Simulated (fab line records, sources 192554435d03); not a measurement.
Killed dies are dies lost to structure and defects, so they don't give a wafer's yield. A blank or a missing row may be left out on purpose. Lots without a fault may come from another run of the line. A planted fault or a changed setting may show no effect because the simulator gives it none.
Which tool did it? | flow n5_finfet | 9 lots, 27 wafers sampled, at 5 steps of a route of 1938

WHAT THE GAUGES READ, wafer by wafer
N5_PMOS_HMC_CHANNEL_EPI_CD_MEAS_09: target cd 237.4 nm. Usual: cd_nm 237.3 nm, standard deviation 1.
lot  | measured    | on        | cd_nm (nm)        | flag
L534 | day 2 11:35 | cd_sem-02 | 237.5 237.3 237.9 |
L538 | day 3 11:25 | cd_sem-02 | 237.2 237.3 237.5 |
L540 | day 3 23:48 | cd_sem-03 | 234.8 234.4 235.1 |
L543 | day 4 17:46 | cd_sem-03 | 238.6 236.9 238.5 |
L544 | day 4 23:21 | cd_sem-02 | 237.9 237.6 237.1 |
L546 | day 5 11:32 | cd_sem-03 | 236.3 237.8 237.5 |
L552 | day 6 23:02 | cd_sem-03 | 235.2 236.4 237.1 |
L553 | day 7 05:55 | cd_sem-01 | 237.7 237.8 236.5 |
L554 | day 7 11:36 | cd_sem-02 | 238.6 237.7 238.4 |

N5_BEOL_M4_RC_MEAS_101. Usual: DIBL_N 36.3 mV/V, standard deviation 1.1; DIBL_P 36.3 mV/V, standard deviation 1.4; IOFF_N 0.155 nA/um, standard deviation 0.019; IOFF_P 0.211 nA/um, standard deviation 0.027; ION_N 672 uA/um, standard deviation 8.5; ION_P 462 uA/um, standard deviation 5.8; SS_N 71.5 mV/dec, standard deviation 0.56; SS_P 73.3 mV/dec, standard deviation 0.52; VT_N 249.9 mV, standard deviation 2.5; VT_P -249.8 mV, standard deviation 2.8.
lot  | measured     | on        | DIBL_N (mV/V)  | DIBL_P (mV/V)  | IOFF_N (nA/um)    | IOFF_P (nA/um)    | ION_N (uA/um) | ION_P (uA/um) | SS_N (mV/dec)  | SS_P (mV/dec)  | VT_N (mV)         | VT_P (mV)            | flag
L534 | day 10 03:50 | prober-01 | 35.0 35.6 36.1 | 36.1 37.4 37.8 | 0.126 0.148 0.149 | 0.198 0.235 0.227 | 669 679 668   | 459 473 458   | 70.9 71.3 71.5 | 72.1 73.1 72.3 | 255.9 248.9 251.6 | -249.1 -247.1 -248.8 |
L538 | day 13 01:34 | prober-02 | 36.7 37.7 36.1 | 37.0 37.7 34.9 | 0.177 0.182 0.156 | 0.217 0.223 0.183 | 689 677 670   | 466 459 456   | 71.6 72.3 71.0 | 74.0 73.2 73.2 | 250.4 245.9 249.7 | -248.3 -247.1 -251.6 |
L540 | day 13 23:12 | prober-02 | 35.9 35.7 35.2 | 36.0 35.8 35.6 | 0.138 0.138 0.128 | 0.162 0.165 0.158 | 662 671 668   | 451 455 456   | 71.5 71.1 70.8 | 73.4 72.9 72.3 | 250.9 253.8 255.3 | -255.3 -253.9 -256.4 |
L543 | day 14 23:47 | prober-01 | 34.7 36.8 35.3 | 33.6 35.7 34.6 | 0.137 0.175 0.146 | 0.184 0.211 0.197 | 666 667 665   | 458 453 458   | 70.4 71.2 70.7 | 72.8 73.8 73.1 | 250.3 248.7 248.0 | -251.3 -250.6 -250.7 |
L544 | day 15 10:38 | prober-01 | 36.8 34.9 37.2 | 37.0 35.0 37.4 | 0.144 0.116 0.153 | 0.238 0.204 0.250 | 663 650 665   | 460 455 460   | 72.3 71.6 72.1 | 73.7 72.6 73.7 | 251.8 257.1 251.9 | -247.6 -250.4 -248.8 |
L546 | day 17 07:19 | prober-01 | 35.9 34.9 35.3 | 36.9 36.0 36.3 | 0.156 0.146 0.161 | 0.221 0.203 0.217 | 670 679 665   | 460 467 463   | 70.8 71.2 71.5 | 73.5 73.0 72.8 | 250.6 247.6 248.6 | -248.0 -249.4 -246.2 |
L552 | day 16 08:40 | prober-01 | 34.9 34.3 34.9 | 37.6 36.8 36.6 | 0.168 0.150 0.157 | 0.241 0.235 0.232 | 668 673 665   | 470 472 465   | 70.4 71.7 71.8 | 73.3 73.1 72.6 | 247.3 249.5 251.7 | -247.3 -244.4 -248.7 |
L553 | day 17 17:07 | prober-01 | 35.6 36.3 36.0 | 35.2 34.7 35.2 | 0.158 0.159 0.158 | 0.210 0.200 0.205 | 682 666 675   | 464 459 458   | 72.1 72.0 71.3 | 73.3 73.4 73.0 | 248.2 249.2 249.8 | -248.4 -250.9 -249.2 |
L554 | day 16 04:41 | prober-02 | 37.2 38.7 37.2 | 36.6 36.8 35.6 | 0.171 0.196 0.161 | 0.241 0.250 0.223 | 678 671 674   | 467 461 464   | 72.2 72.8 71.9 | 73.7 73.2 73.3 | 251.6 246.3 247.5 | -246.2 -246.9 -249.5 |

WHICH TOOL RAN EACH LOT (tool, then ch and the chambers of the sampled wafers, then the start)
lot  | N5_ZERO_LAYER_DESCUM_16           | N5_ZERO_LAYER_ETCH_18           | N5_PMOS_HMC_CHANNEL_EPI_STRIP_33
L534 | rie_diel-06 ch 1,2,3, day 2 06:50 | rie_si-01 ch 1,2, day 2 06:56   | rie_diel-06 ch 0,1,3, day 2 12:02
L538 | rie_diel-03 ch 0,1,3, day 3 06:41 | rie_si-01 ch 1,2,3, day 3 06:47 | rie_diel-06 ch 0,1,2, day 3 11:38
L540 | rie_diel-06 ch 1,2,3, day 3 18:50 | rie_si-01 ch 0,2,3, day 3 18:56 | rie_diel-03 ch 0,1,3, day 4 00:01
L543 | rie_diel-01 ch 0,1, day 4 12:41   | rie_si-01 ch 1,2,3, day 4 12:47 | rie_diel-01 ch 1,2, day 4 17:59
L544 | rie_diel-01 ch 0,2, day 4 18:48   | rie_si-05 ch 2,3, day 4 18:55   | rie_diel-03 ch 0,3, day 4 23:43
L546 | rie_diel-06 ch 1,2,3, day 5 06:49 | rie_si-01 ch 1,2,3, day 5 06:56 | rie_diel-01 ch 0,1,2, day 5 12:04
L552 | rie_diel-01 ch 1,2,3, day 6 18:58 | rie_si-03 ch 2,3, day 6 19:03   | rie_diel-06 ch 0,1,2, day 6 23:17
L553 | rie_diel-06 ch 2,3, day 7 00:51   | rie_si-03 ch 0,2, day 7 00:57   | rie_diel-03 ch 1,3, day 7 06:08
L554 | rie_diel-06 ch 1,2,3, day 7 06:56 | rie_si-05 ch 0,1,2, day 7 07:02 | rie_diel-03 ch 2,3, day 7 11:49
- N5_ZERO_LAYER_DESCUM_16: chemistry O2, time 7.9 s.
- N5_ZERO_LAYER_ETCH_18: etches Si in HBr/Cl2, target depth 120 nm, time 40 s.
- N5_PMOS_HMC_CHANNEL_EPI_STRIP_33: strips in N2/H2.

WHAT THE TOOLS THEMSELVES READ (means of the sampled wafers that have a number; where no wafer has one, the mark that the record gives instead)
N5_ZERO_LAYER_DESCUM_16. Usual: drypump_motor_current_A 5.8 A, standard deviation 0.36; oes_product_au 0.79 a.u., standard deviation 0.093; rf_vpp_V 243.1 V, standard deviation 1.4; showerhead_plenum_p_Torr 2.09 Torr, standard deviation 0.069; throttle_valve_pct 20.45 %, standard deviation 0.21.
lot  | tool        | drypump_motor_current_A (A) | oes_product_au (a.u.) | rf_vpp_V (V) | showerhead_plenum_p_Torr (Torr) | throttle_valve_pct (%) | flag
L534 | rie_diel-06 | 5.9                         | 0.75                  | 242.1        | 2.06                            | 20.43                  |
L538 | rie_diel-03 | 5.8                         | 0.85                  | 242.6        | 2.09                            | 20.29                  |
L540 | rie_diel-06 | 5.9                         | 0.74                  | 241.5        | 2.06                            | 20.44                  |
L543 | rie_diel-01 | 5.5                         | 0.72                  | 241.8        | 2.01                            | 20.68                  |
L544 | rie_diel-01 | 5.6                         | 0.80                  | 243.3        | 2.11                            | 20.64                  |
L546 | rie_diel-06 | 5.9                         | 0.74                  | 242.2        | 2.05                            | 20.45                  |
L552 | rie_diel-01 | 5.8                         | 0.83                  | 242.7        | 2.08                            | 20.51                  |
L553 | rie_diel-06 | 5.6                         | 0.77                  | 243.1        | 2.07                            | 20.32                  |
L554 | rie_diel-06 | 5.9                         | 0.84                  | 242.1        | 2.05                            | 20.34                  |

N5_ZERO_LAYER_ETCH_18. Usual: drypump_motor_current_A 5.8 A, standard deviation 0.46; oes_product_au 0.999 a.u., standard deviation 0.016; rf_fwd_power_W 795.1 W, standard deviation 2.9; throttle_valve_pct 36.40 %, standard deviation 0.25.
lot  | tool      | drypump_motor_current_A (A) | oes_product_au (a.u.) | rf_fwd_power_W (W) | throttle_valve_pct (%) | flag
L534 | rie_si-01 | 5.6                         | 0.980                 | 796.0              | 36.09                  |
L538 | rie_si-01 | 5.6                         | 0.991                 | 794.4              | 36.33                  |
L540 | rie_si-01 | 5.5                         | 0.996                 | 797.8              | 36.46                  |
L543 | rie_si-01 | 5.6                         | 0.986                 | 860.7              | 36.33                  | OFF
L544 | rie_si-05 | 5.9                         | 0.999                 | 794.9              | 36.43                  |
L546 | rie_si-01 | 5.6                         | 0.990                 | 862.6              | 36.34                  | OFF
L552 | rie_si-03 | 6.0                         | 1.003                 | 797.7              | 36.33                  |
L553 | rie_si-03 | 5.8                         | 1.002                 | 792.7              | 36.49                  |
L554 | rie_si-05 | 6.1                         | 1.009                 | 798.1              | 36.31                  |

N5_PMOS_HMC_CHANNEL_EPI_STRIP_33. Usual: drypump_motor_current_A 5.9 A, standard deviation 0.38; oes_product_au 0.80 a.u., standard deviation 0.092; rf_vpp_V 54.5 V, standard deviation 1.6; showerhead_plenum_p_Torr 3.36 Torr, standard deviation 0.1; throttle_valve_pct 18.9 %, standard deviation 0.32.
lot  | tool        | drypump_motor_current_A (A) | oes_product_au (a.u.) | rf_vpp_V (V) | showerhead_plenum_p_Torr (Torr) | throttle_valve_pct (%) | flag
L534 | rie_diel-06 | 6.2                         | 0.74                  | 54.5         | 3.35                            | 19.0                   |
L538 | rie_diel-06 | 6.1                         | 0.78                  | 56.6         | 3.41                            | 18.9                   |
L540 | rie_diel-03 | 5.8                         | 0.85                  | 52.9         | 3.35                            | 18.7                   |
L543 | rie_diel-01 | 5.6                         | 0.78                  | 53.3         | 3.27                            | 19.4                   |
L544 | rie_diel-03 | 6.1                         | 0.87                  | 54.2         | 3.27                            | 18.6                   |
L546 | rie_diel-01 | 5.6                         | 0.75                  | 53.3         | 3.31                            | 19.3                   |
L552 | rie_diel-06 | 6.1                         | 0.86                  | 55.2         | 3.40                            | 18.8                   |
L553 | rie_diel-03 | 5.5                         | 0.74                  | 53.6         | 3.39                            | 18.7                   |
L554 | rie_diel-03 | 6.0                         | 0.84                  | 55.0         | 3.36                            | 18.8                   |

THE ANSWER, worked out from the rows above alone
Rule: a lot is off if the mean of its wafers that have a number lies more than 3 standard deviations from the usual mean. A lot without any number at a reading at which 4 lots or more have one is off too. The other lots that the step has rows for count as sound. The gauges are gone through in route order, then the tools' own readings, and for those a lot's mean is taken as printed above. The first step at which some lot is off is used, and at that step the reading that is off furthest; a lot without a number counts as furthest.
Off: L543, L546, at N5_ZERO_LAYER_ETCH_18 (rf_fwd_power_W).
A tool fits if, at that step or a process step before it, it ran every lot that is off, and no sound lot after the first of them. One fits: rie_si-01 at N5_ZERO_LAYER_ETCH_18. Its last sound lot is L540 (day 3 18:56), its first lot that is off L543 (day 4 12:47): a fault that began between those two fits.
The tool's own readings at N5_ZERO_LAYER_ETCH_18 bear it out: on the lots that are off they differ by more than 5 times the standard deviation of the sound lots' means. rf_fwd_power_W reads 861.7 W there against 795.9 W on the sound lots.

WHAT THE SIMULATOR HAD PUT IN
Process parameter drift: rie_si-01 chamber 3, from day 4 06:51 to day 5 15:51, at N5_ZERO_LAYER_ETCH_18. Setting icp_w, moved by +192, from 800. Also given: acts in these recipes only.
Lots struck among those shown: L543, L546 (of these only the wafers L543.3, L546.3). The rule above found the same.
